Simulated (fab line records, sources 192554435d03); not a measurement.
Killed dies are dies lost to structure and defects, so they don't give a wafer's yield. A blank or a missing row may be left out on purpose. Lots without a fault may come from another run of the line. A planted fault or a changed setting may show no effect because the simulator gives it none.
Problem report in the 8D (eight disciplines) form, filled by code | flow n5_finfet | the parts of the form that need people (team, actions taken, sign-off) are left out

1. THE PROBLEM
killed_at_M4_up at N5_PASSIVATION_PROBE_49 reads a mean of 114 on 1 wafer of 1 lot; wafers without a fault read 13 with a standard deviation of 5.9. That is +17 standard deviations from the usual mean.
First seen on wafer L235.5, day 18 06:26, on prober-01. The record holds 3 wafers of 1 lot with a number at this step. Rule for "out", or "out of limits": more than 4 standard deviations from the usual mean. The other wafers with a number count as sound.

2. WHAT IT IS AND WHAT IT IS NOT
question                    | is                                                                                                                  | is not
which readings at this step | killed_at_M4_up, defect_limited_yield, killed_dies, killed_on_rim, sort_bin_5_function, sort_n_pass, sort_yield_pct | killed_at_M0_to_M3, killed_at_contacts, killed_at_front_end, killed_at_other, killed_open, killed_short, sort_bin_6_memory
which lots                  | L235                                                                                                                | -
which wafers of those lots  | L235.5                                                                                                              | L235.2, L235.4
read on which tools         | prober-01                                                                                                           | -
when                        | from day 18 06:26                                                                                                   | up to then (2 sound wafers)

3. SUSPECTS, AND WHAT RULES EACH OUT
Counting: a tool at a process step up to the reading stays a suspect if it ran every lot that is out. Sound lots after the first of them don't rule it out here, since some wafers of a struck lot are sound.
- rie_diel-01 at N5_BEOL_M8_ETCH_65 (etches SiARC in CF4, target depth 15.6 nm, time 26 s): kept. It ran the lot that is out, L235 (day 14 23:26).
- ald_hk-03 at N5_MIM_TOP_ALD_00 (deposits Al2O3, purge time 3 s, co reactant pulse time 3 s): kept. It ran the lot that is out, L235 (day 17 16:25).
- rie_diel-06 at N5_PASSIVATION_STRIP_14 (strips in O2): kept. It ran the lot that is out, L235 (day 18 00:04).
- prober-01 at N5_PASSIVATION_PROBE_49: kept. It ran the lot that is out, L235 (day 18 06:17). Its own readings are out on those wafers: defect_limited_yield, killed_at_M4_up, killed_dies, killed_on_rim, sort_bin_5_function, sort_n_pass, sort_yield_pct.
- Within rie_diel-01 at N5_BEOL_M8_ETCH_65: the wafers that are out ran in chamber 3; their sound lot-mates ran in chambers 0, 1.
- Within ald_hk-03 at N5_MIM_TOP_ALD_00: the wafers that are out ran in chamber 2; their sound lot-mates ran in chambers 0, 3.
- Within rie_diel-06 at N5_PASSIVATION_STRIP_14: the wafers that are out ran in chamber 2; their sound lot-mates ran in chambers 0, 3.
Left after counting: rie_diel-01 at N5_BEOL_M8_ETCH_65, ald_hk-03 at N5_MIM_TOP_ALD_00, rie_diel-06 at N5_PASSIVATION_STRIP_14, prober-01 at N5_PASSIVATION_PROBE_49.

4. THE CAUSE (what the simulator had put in)
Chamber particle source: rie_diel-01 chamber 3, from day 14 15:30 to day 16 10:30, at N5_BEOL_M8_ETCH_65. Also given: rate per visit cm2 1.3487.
Counting left 4 suspects, and this tool is among them.

5. THE CHAIN OF EFFECTS, in route order
Each row: a reading whose mean over the struck wafers that have a number lies more than 3 standard deviations from the usual. Only readings for which the record gives a usual standard deviation are gone through. hours: the time from each lot's start at the first step in this table that gives one to its start at this step, as a median over the lots. sigmas: the change in usual standard deviations.
hours | step                    | reading              | usual  | on struck wafers | change | sigmas
0     | N5_PASSIVATION_PROBE_49 | defect_limited_yield | 90.9 % | 81.8             | -9.1   | -6.5
0     | N5_PASSIVATION_PROBE_49 | killed_at_M4_up      | 13     | 114              | +101   | +17
0     | N5_PASSIVATION_PROBE_49 | killed_dies          | 107    | 215              | +108   | +6.8
0     | N5_PASSIVATION_PROBE_49 | killed_on_rim        | 14     | 30               | +16    | +4.4
0     | N5_PASSIVATION_PROBE_49 | sort_bin_5_function  | 5.3 %  | 10.8             | +5.5   | +5.9
0     | N5_PASSIVATION_PROBE_49 | sort_n_pass          | 1073   | 965              | -108   | -6.8
0     | N5_PASSIVATION_PROBE_49 | sort_yield_pct       | 90.9 % | 81.8             | -9.1   | -6.5
The process steps in it:
- N5_PASSIVATION_PROBE_49

6. WHAT WOULD HAVE CAUGHT IT SOONER
In this record the first reading out of limits was taken at day 18 06:26, 87 hours after the fault began at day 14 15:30.
Of the tool readings at N5_BEOL_M8_ETCH_65 for which the record gives a usual standard deviation, none was out on any struck wafer, so an alarm limit of 4 standard deviations on them would not have fired.
All the lots that are out (1) had begun N5_BEOL_M8_ETCH_65 on rie_diel-01 by day 18 06:26. A hold on the tool at that time would have spared none of them.
